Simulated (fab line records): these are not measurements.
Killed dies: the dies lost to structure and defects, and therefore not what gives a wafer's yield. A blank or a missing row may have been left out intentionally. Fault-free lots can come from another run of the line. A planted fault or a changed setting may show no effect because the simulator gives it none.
fab line records	flow n5Finfet	part 1 of 2: steps 1 to 4 of 6
record lots=20	wafers=60	lastDay=17
route steps=1938 shown BEOL_M11@1593 BEOL_M12@1617 BEOL_M13@1672
lots untouched by any fault: they come from a run of this same line in which no faults occurred
startH: start of the lot's first displayed wafer, in hours after the record's first day	waitH: hours since the lot's step before	" identical to the entry in the row above	L1.1+2: one row covering several wafers at once	- either no value or no given start	* or withheld: withheld	< > ~ a bound
route shown NAME@n: names a module that has steps shown in the file, with the first one's number in the route	usual: average and standard deviation across the fault-free wafers	same: alike in all rows	chamber/n: place in a boat	sites: each site's reading	_std_site: how widely they spread, as a standard deviation	_edge_site: outer sites' mean less inner sites'	radiusMm: how far each site lies from the wafer's centre	mask NAME#n: copy n	behind: the tool/chamber that last shaped the wafer	hold: what put the lot on hold/how long, in hours/how the hold closed	device: transistor that didn't switch, given as n, p or np	end of line: the tests these same wafers got at the end of their route	a step with no rows: only its recipe	killed: the dies lost at the first sort to structure and to defects; this is not the yield of the wafer	map: dies across one wafer; x = killed, . = not, _ = none there
set.NAME: the setting that was run; set.NAME@STEP: the one run at that earlier step	model.NAME: the simulator's own value behind a step, which no gauge read
a sample of lots followed through the steps of the route, with each step as a table and each wafer as a row
services: the hour from which a tool's chamber was out of use, counted from the record's first day as startH (under 0 if before that day), plus the number of hours and why
## steps
# step N5_BEOL_M11_SPUTTER_48
# recipe material=Cu	targetThkA=120	tempC=-20	biasV=60	powerW=26000	chamberPressurePa=0.13	timeS=2
# usual chamberPressurePa=0.12999/0.00028	chuckGasFlowSccm=1.26/0.053	throttleValvePct=30.0/0.67
lot.wafer	tool	chamber	startH	waitH	chamberPressurePa	chuckGasFlowSccm	throttleValvePct
L078.1	pvdSputter-02	-	242.44	0.1	0.13021	1.27	30.6
L078.3	"	-	"	"	0.1296	1.24	29.3
L078.5	"	-	"	"	0.13009	1.20	30.3
L077.2	pvdSputter-03	-	242.61	0.1	0.13004	1.31	30.4
L077.3	"	-	"	"	0.12993	1.32	29.6
L077.4	"	-	"	"	0.13012	1.26	31.2
L076.1	pvdSputter-02	-	245.22	1.7	0.12995	1.22	30.5
L076.3	"	-	"	"	0.1304	1.28	29.4
L076.5	"	-	"	"	0.13022	1.28	29.4
L079.1	pvdSputter-02	-	245.48	0.1	0.12979	1.19	29.3
L079.2	"	-	"	"	0.1303	1.25	31.4
L079.4	"	-	"	"	0.12991	1.28	29.3
L080.2	pvdSputter-03	-	255.81	0.1	0.13012	1.29	31.3
L080.4	"	-	"	"	0.12993	1.30	29.8
L080.5	"	-	"	"	0.13023	1.23	29.1
L081.1	pvdSputter-01	-	262.40	0.3	0.13023	1.25	30.3
L081.5	"	-	"	"	0.1296	1.31	29.6
L081.6	"	-	"	"	0.12937	1.23	29.9
L083.2	pvdSputter-02	-	263.99	0.1	0.13026	1.29	29.2
L083.4	"	-	"	"	0.13012	1.36	29.2
L083.6	"	-	"	"	0.13007	1.37	30.9
L084.1	pvdSputter-03	-	275.94	0.1	0.12961	1.35	29.4
L084.2	"	-	"	"	0.13012	1.29	29.7
L084.3	"	-	"	"	0.12981	1.26	30.4
L085.2	pvdSputter-01	-	296.45	0.1	0.12993	1.22	30.6
L085.3	"	-	"	"	0.1296	1.25	29.8
L085.6	"	-	"	"	0.12996	1.30	29.9
L087.1	pvdSputter-01	-	302.36	0.1	0.12962	1.32	29.7
L087.2	"	-	"	"	0.13005	1.25	30.0
L087.5	"	-	"	"	0.12992	1.25	29.6
L088.3	pvdSputter-01	-	311.34	0.1	0.13016	1.25	30.0
L088.4	"	-	"	"	0.13034	1.27	29.6
L088.6	"	-	"	"	0.13013	1.28	29.5
L089.1	pvdSputter-01	-	312.02	0.3	0.12984	1.30	30.0
L089.3	"	-	"	"	0.13018	1.34	30.8
L089.4	"	-	"	"	0.12983	1.14	29.5
L086.3	pvdSputter-01	-	312.19	0.1	0.12967	1.28	30.0
L086.4	"	-	"	"	0.12991	1.32	29.8
L086.6	"	-	"	"	0.12973	1.25	29.7
L090.2	pvdSputter-03	-	330.02	0.1	0.13078	1.35	31.2
L090.5	"	-	"	"	0.13058	1.30	30.9
L090.6	"	-	"	"	0.12972	1.38	30.1
L091.1	pvdSputter-01	-	341.53	0.2	0.13053	1.29	30.0
L091.4	"	-	"	"	0.12995	1.15	29.5
L091.5	"	-	"	"	0.13078	1.30	30.0
L093.1	pvdSputter-02	-	343.71	0.1	0.12989	1.35	29.2
L093.3	"	-	"	"	0.12976	1.29	29.2
L093.4	"	-	"	"	0.12951	1.15	30.1
L092.1	pvdSputter-01	-	346.52	0.1	0.12992	1.29	30.4
L092.2	"	-	"	"	0.13045	1.24	30.1
L092.5	"	-	"	"	0.13004	1.28	30.2
L095.1	pvdSputter-02	-	350.90	0.1	0.13005	1.21	31.2
L095.2	"	-	"	"	0.12996	1.29	29.3
L095.3	"	-	"	"	0.13025	1.24	30.3
L096.1	pvdSputter-02	-	358.83	1.0	0.13	1.31	31.2
L096.4	"	-	"	"	0.12975	1.27	29.2
L096.5	"	-	"	"	0.13009	1.25	29.3
L097.2	pvdSputter-02	-	366.99	0.1	0.1301	1.26	29.3
L097.4	"	-	"	"	0.13003	1.23	31.4
L097.5	"	-	"	"	0.12984	1.22	31.2
# step N5_BEOL_M12_VIA_ETCH_16
# recipe chemistry=C4F8/O2/Ar	target=SiOC	pressureMtorr=30	sourceW=3000	biasW=700	Ar_flow_sccm=400	C4F8_flow_sccm=15	O2_flow_sccm=8	heInnerTorr=15	heOuterTorr=30	targetDepthA=7248	timeS=withheld	ionEnergyEv=250	ends=cleared
# usual O2_flow_sccm=7.997/0.024	drypumpMotorCurrentA=5.7/0.48	oesProductAu=0.74/0.066	rfVppV=665/3.3	showerheadPlenumPTorr=3.41/0.12	throttleValvePct=24.20/0.24
lot.wafer	tool	chamber	startH	waitH	O2_flow_sccm	drypumpMotorCurrentA	oesProductAu	rfVppV	showerheadPlenumPTorr	throttleValvePct
L078.1	rieDiel-02	1	244.14	0.0	7.983	6.3	0.67	662	3.31	24.12
L078.3	"	0	"	"	7.997	5.5	0.78	670	3.64	24.32
L078.5	"	3	"	"	7.997	6.1	0.82	664	3.34	24.23
L077.2	rieDiel-06	2	244.62	0.0	8.006	5.6	0.62	668	3.51	24.68
L077.3	"	0	"	"	7.999	5.7	0.74	669	3.61	24.10
L077.4	"	3	"	"	7.977	5.6	0.72	663	3.31	24.37
L076.1	rieDiel-02	3	246.96	0.0	7.981	6.1	0.82	665	3.34	24.21
L076.3	"	2	"	"	8.026	5.8	0.77	667	3.49	24.17
L076.5	"	0	"	"	7.981	5.5	0.76	669	3.64	24.33
L079.1	rieDiel-02	3	247.22	0.0	7.993	6.1	0.82	663	3.34	24.22
L079.2	"	2	"	"	8.033	5.8	0.77	667	3.48	24.17
L079.4	"	0	"	"	8.003	5.5	0.77	671	3.64	24.33
L080.2	rieDiel-06	0	257.95	0.0	8.001	5.8	0.74	670	3.61	24.11
L080.4	"	3	"	"	8.034	5.6	0.71	663	3.31	24.35
L080.5	"	3	"	"	8.024	5.5	0.70	662	3.31	24.35
L081.1	rieDiel-06	3	265.19	0.0	7.964	5.6	0.70	661	3.30	24.37
L081.5	"	3	"	"	7.989	5.6	0.70	662	3.30	24.38
L081.6	"	0	"	"	8.034	5.8	0.73	670	3.61	24.12
L083.2	rieDiel-01	3	265.73	0.0	8.022	5.4	0.78	661	3.33	24.10
L083.4	"	2	"	"	7.992	6.2	0.79	667	3.48	24.19
L083.6	"	3	"	"	8.009	5.4	0.78	663	3.33	24.11
L084.1	rieDiel-02	1	278.01	0.0	7.972	6.3	0.67	660	3.30	24.12
L084.2	"	0	"	"	7.967	5.5	0.76	671	3.63	24.33
L084.3	"	3	"	"	7.970	6.1	0.79	661	3.34	24.22
L085.2	rieDiel-01	3	298.07	0.0	7.994	5.4	0.76	664	3.33	24.09
L085.3	"	0	"	"	7.929	4.7	0.64	664	3.34	23.97
L085.6	"	0	"	"	8.012	4.7	0.62	665	3.34	23.99
L087.1	rieDiel-02	0	304.15	0.0	7.983	5.5	0.75	671	3.62	24.36
L087.2	"	3	"	"	8.014	6.1	0.79	664	3.33	24.23
L087.5	"	2	"	"	8.011	5.8	0.75	665	3.47	24.20
L088.3	rieDiel-02	2	312.97	0.0	7.986	5.8	0.74	666	3.47	24.22
L088.4	"	3	"	"	8.007	6.1	0.78	663	3.33	24.24
L088.6	"	1	"	"	7.976	6.3	0.66	662	3.29	24.15
L089.1	rieDiel-06	1	314.48	0.0	8.007	6.3	0.77	663	3.32	23.94
L089.3	"	3	"	"	8.016	5.6	0.69	662	3.30	24.39
L089.4	"	0	"	"	8.030	5.7	0.71	669	3.60	24.14
L086.3	rieDiel-06	1	314.75	0.0	7.984	6.3	0.77	663	3.32	23.93
L086.4	"	3	"	"	7.977	5.6	0.69	662	3.30	24.39
L086.6	"	1	"	"	8.021	6.3	0.77	664	3.32	23.93
L090.2	rieDiel-01	0	332.14	0.0	7.972	4.7	0.89	664	3.33	23.69
L090.5	"	0	"	"	7.988	4.7	0.89	664	3.33	23.69
L090.6	"	3	"	"	7.988	5.4	0.74	663	3.32	24.13
L091.1	rieDiel-02	0	343.27	0.0	8.037	5.6	0.73	671	3.62	24.36
L091.4	"	3	"	"	8.017	6.1	0.77	663	3.33	24.24
L091.5	"	3	"	"	7.975	6.1	0.77	662	3.33	24.25
L093.1	rieDiel-01	2	345.75	0.0	7.999	6.2	0.75	667	3.47	24.22
L093.3	"	0	"	"	7.972	4.7	0.86	664	3.33	23.69
L093.4	"	1	"	"	7.977	5.0	0.62	660	3.25	24.77
L092.1	rieDiel-01	1	348.26	0.0	7.981	5.0	0.61	660	3.25	24.77
L092.2	"	3	"	"	8.016	5.4	0.75	662	3.32	24.13
L092.5	"	3	"	"	8.037	5.4	0.74	662	3.32	24.15
L095.1	rieDiel-01	2	352.51	0.0	7.968	6.2	0.75	668	3.47	24.22
L095.2	"	0	"	"	8.006	4.7	0.85	664	3.33	23.69
L095.3	"	1	"	"	8.049	5.0	0.61	661	3.25	24.76
L096.1	rieDiel-06	3	360.66	0.0	7.988	5.6	0.68	661	3.29	24.40
L096.4	"	1	"	"	7.969	6.3	0.75	662	3.31	23.97
L096.5	"	0	"	"	7.992	5.7	0.70	670	3.59	24.16
L097.2	rieDiel-01	3	368.81	0.0	8.022	5.4	0.74	662	3.31	24.16
L097.4	"	2	"	"	8.033	6.2	0.74	667	3.46	24.22
L097.5	"	3	"	"	8.011	5.4	0.74	662	3.31	24.14
# step N5_BEOL_M12_DESCUM_33
# recipe chemistry=O2	timeS=7.9	sourcePowerW=50	biasPowerW=20	pressureMtorr=20	rfFrequencyHz=2.712e+07	tempC=40	o2FlowSccm=225
# usual drypumpMotorCurrentA=5.7/0.48	oesProductAu=0.81/0.072	rfVppV=242.8/1.3	showerheadPlenumPTorr=2.08/0.078	tempC=40.01/0.11	throttleValvePct=20.43/0.28
lot.wafer	tool	chamber	startH	waitH	drypumpMotorCurrentA	oesProductAu	rfHoursCounterH	rfVppV	showerheadPlenumPTorr	tempC	throttleValvePct
L078.1	rieDiel-01	3	244.96	0.0	5.4	0.85	58	241.3	2.02	39.93	20.24
L078.3	"	0	"	"	4.7	0.71	228	242.6	2.05	39.79	20.23
L078.5	"	2	"	"	6.2	0.89	-	244.4	2.12	39.81	20.25
L077.2	rieDiel-02	3	245.64	0.2	6.1	0.91	31	242.8	2.03	39.86	20.34
L077.3	"	1	"	"	6.4	0.75	174	242.1	2.02	40.14	20.35
L077.4	"	2	"	"	5.8	0.86	46	242.0	2.13	39.90	20.33
L076.1	rieDiel-02	0	247.80	0.0	5.5	0.85	65	245.3	2.22	39.88	20.44
L076.3	"	2	"	"	5.7	0.86	48	242.4	2.13	39.84	20.34
L076.5	"	0	"	"	5.5	0.85	-	244.8	2.22	40.13	20.43
L079.1	rieDiel-06	1	248.22	0.2	6.2	0.90	38	241.2	2.04	40.08	20.16
L079.2	"	0	"	"	5.7	0.83	79	244.3	2.22	39.91	20.27
L079.4	"	3	"	"	5.6	0.79	112	242.4	2.01	40.09	20.52
L080.2	rieDiel-06	1	258.77	0.0	6.3	0.89	41	242.5	2.04	40.18	20.17
L080.4	"	2	"	"	5.6	0.69	233	243.7	2.15	39.99	20.93
L080.5	"	2	"	"	5.6	0.69	-	245.0	2.15	39.84	20.92
L081.1	rieDiel-06	1	266.03	0.0	6.3	0.89	43	242.0	2.04	40.11	20.17
L081.5	"	0	"	"	5.7	0.81	-	243.3	2.22	40.28	20.27
L081.6	"	3	"	"	5.6	0.79	-	242.1	2.01	40.17	20.53
L083.2	rieDiel-02	2	266.81	0.2	5.8	0.84	55	243.3	2.13	40.01	20.33
L083.4	"	3	"	"	6.1	0.90	39	241.5	2.03	39.94	20.34
L083.6	"	3	"	"	6.1	0.89	-	241.3	2.03	39.95	20.36
L084.1	rieDiel-02	1	278.95	0.0	6.3	0.75	187	241.3	2.01	39.89	20.36
L084.2	"	0	"	"	5.5	0.83	77	243.8	2.22	39.97	20.46
L084.3	"	3	"	"	6.1	0.89	43	240.4	2.03	40.11	20.34
L085.2	rieDiel-02	0	299.02	0.0	5.5	0.83	84	244.3	2.22	40.14	20.46
L085.3	"	2	"	"	5.8	0.83	67	243.9	2.12	39.89	20.35
L085.6	"	2	"	"	5.8	0.83	-	244.6	2.12	40.16	20.35
L087.1	rieDiel-02	2	304.98	0.0	5.8	0.83	68	244.3	2.12	40.02	20.36
L087.2	"	1	"	"	6.3	0.74	197	242.2	2.01	39.87	20.38
L087.5	"	0	"	"	5.5	0.83	-	244.7	2.22	40.13	20.46
L088.3	rieDiel-06	3	313.79	0.0	5.6	0.78	133	242.3	2.00	40.00	20.53
L088.4	"	1	"	"	6.3	0.86	-	241.8	2.04	39.99	20.18
L088.6	"	3	"	"	5.6	0.77	-	242.7	2.00	40.09	20.53
L089.1	rieDiel-02	3	315.82	0.4	6.2	0.86	54	242.1	2.02	40.15	20.36
L089.3	"	1	"	"	6.4	0.74	200	243.0	2.01	39.79	20.38
L089.4	"	0	"	"	5.5	0.83	88	245.6	2.22	40.08	20.46
L086.3	rieDiel-01	2	315.88	0.2	6.2	0.85	57	243.8	2.11	39.67	20.30
L086.4	"	1	"	"	5.0	0.68	-	242.7	2.00	40.11	21.14
L086.6	"	2	"	"	6.2	0.85	-	243.6	2.12	39.84	20.28
L090.2	rieDiel-01	0	332.96	0.0	4.7	0.98	3	243.6	2.04	40.02	19.93
L090.5	"	2	"	"	6.2	0.84	-	244.3	2.11	40.00	20.30
L090.6	"	3	"	"	5.4	0.82	-	241.3	2.01	40.03	20.27
L091.1	rieDiel-02	3	344.26	0.1	6.1	0.86	62	240.8	2.02	40.12	20.38
L091.4	"	0	"	"	5.5	0.81	-	244.0	2.21	40.11	20.48
L091.5	"	3	"	"	6.1	0.87	-	243.7	2.02	40.08	20.39
L093.1	rieDiel-06	3	346.72	0.2	5.6	0.76	147	241.3	2.00	39.93	20.57
L093.3	"	0	"	"	5.7	0.79	114	245.1	2.20	39.94	20.33
L093.4	"	1	"	"	6.3	0.84	73	241.4	2.03	40.07	20.21
L092.1	rieDiel-02	2	349.20	0.2	5.8	0.81	79	243.7	2.12	40.06	20.37
L092.2	"	3	"	"	6.1	0.86	65	243.2	2.02	39.84	20.38
L092.5	"	1	"	"	6.4	0.74	-	239.8	2.01	40.12	20.39
L095.1	rieDiel-02	1	353.50	0.2	6.3	0.73	210	241.5	2.00	39.80	20.39
L095.2	"	0	"	"	5.5	0.80	100	244.3	2.21	39.82	20.49
L095.3	"	2	"	"	5.8	0.82	80	243.5	2.12	40.20	20.37
L096.1	rieDiel-01	1	361.52	0.1	5.0	0.68	246	240.8	2.00	40.00	21.18
L096.4	"	0	"	"	4.7	0.93	15	243.3	2.03	40.12	19.94
L096.5	"	2	"	"	6.2	0.83	-	243.7	2.11	40.00	20.32
L097.2	rieDiel-01	1	369.63	0.0	5.0	0.67	249	242.6	2.00	40.13	21.19
L097.4	"	0	"	"	4.7	0.93	18	243.2	2.03	40.17	19.96
L097.5	"	1	"	"	5.0	0.67	-	242.3	2.00	39.99	21.18
# step N5_BEOL_M12_SPUTTER_43
# recipe material=TaN	targetThkA=150	tempC=50	biasV=168.6	powerW=15000	chamberPressurePa=0.12	timeS=24.19
# usual chamberPressurePa=0.11999/0.00025	throttleValvePct=30.1/0.69
lot.wafer	tool	chamber	startH	waitH	chamberPressurePa	throttleValvePct
L078.1	pvdSputter-01	-	246.98	0.0	0.1195	30.3
L078.3	"	-	"	"	0.11941	30.6
L078.5	"	-	"	"	0.11964	29.9
L077.2	pvdSputter-03	-	248.03	0.0	0.11994	29.7
L077.3	"	-	"	"	0.11963	31.1
L077.4	"	-	"	"	0.11997	30.5
L076.1	pvdSputter-02	-	248.88	0.0	0.11989	31.3
L076.3	"	-	"	"	0.12011	29.3
L076.5	"	-	"	"	0.12038	31.3
L079.1	pvdSputter-03	-	253.05	0.0	0.12041	30.4
L079.2	"	-	"	"	0.12033	30.7
L079.4	"	-	"	"	0.12018	29.5
L080.2	pvdSputter-03	-	260.88	0.0	0.11995	31.1
L080.4	"	-	"	"	0.11994	29.5
L080.5	"	-	"	"	0.12042	30.3
L081.1	pvdSputter-01	-	268.56	0.0	0.12008	30.2
L081.5	"	-	"	"	0.12002	30.0
L081.6	"	-	"	"	0.1199	29.6
L083.2	pvdSputter-03	-	269.12	0.0	0.12001	30.5
L083.4	"	-	"	"	0.11997	31.0
L083.6	"	-	"	"	0.11985	29.8
L084.1	pvdSputter-02	-	281.74	0.0	0.11997	31.4
L084.2	"	-	"	"	0.11952	29.2
L084.3	"	-	"	"	0.11994	30.5
L085.2	pvdSputter-03	-	300.39	0.0	0.11993	29.3
L085.3	"	-	"	"	0.12006	30.4
L085.6	"	-	"	"	0.11974	29.2
L087.1	pvdSputter-03	-	309.06	0.0	0.11992	29.1
L087.2	"	-	"	"	0.12014	29.8
L087.5	"	-	"	"	0.12016	30.3
L088.3	pvdSputter-03	-	315.05	0.0	0.12028	29.8
L088.4	"	-	"	"	0.11968	29.0
L088.6	"	-	"	"	0.11991	30.5
L089.1	pvdSputter-03	-	317.32	0.0	0.11977	29.4
L089.3	"	-	"	"	0.12021	29.6
L089.4	"	-	"	"	0.12024	31.0
L086.3	pvdSputter-01	-	318.05	0.0	0.12009	29.9
L086.4	"	-	"	"	0.12047	29.8
L086.6	"	-	"	"	0.12012	29.6
L090.2	pvdSputter-02	-	335.95	0.0	0.11992	29.5
L090.5	"	-	"	"	0.11992	29.3
L090.6	"	-	"	"	0.11993	29.4
L091.1	pvdSputter-01	-	345.69	0.0	0.1201	29.6
L091.4	"	-	"	"	0.1201	30.3
L091.5	"	-	"	"	0.11983	30.2
L093.1	pvdSputter-02	-	349.78	0.0	0.11991	31.5
L093.3	"	-	"	"	0.12012	29.1
L093.4	"	-	"	"	0.12029	30.6
L092.1	pvdSputter-03	-	351.81	0.0	0.11992	29.8
L092.2	"	-	"	"	0.11939	30.2
L092.5	"	-	"	"	0.11966	30.3
L095.1	pvdSputter-01	-	355.54	0.0	0.11992	30.3
L095.2	"	-	"	"	0.12028	30.5
L095.3	"	-	"	"	0.11962	29.9
L096.1	pvdSputter-02	-	365.19	0.0	0.11963	29.3
L096.4	"	-	"	"	0.11973	29.6
L096.5	"	-	"	"	0.12015	31.0
L097.2	pvdSputter-02	-	371.61	0.0	0.11997	31.3
L097.4	"	-	"	"	0.12013	30.9
L097.5	"	-	"	"	0.11998	31.2
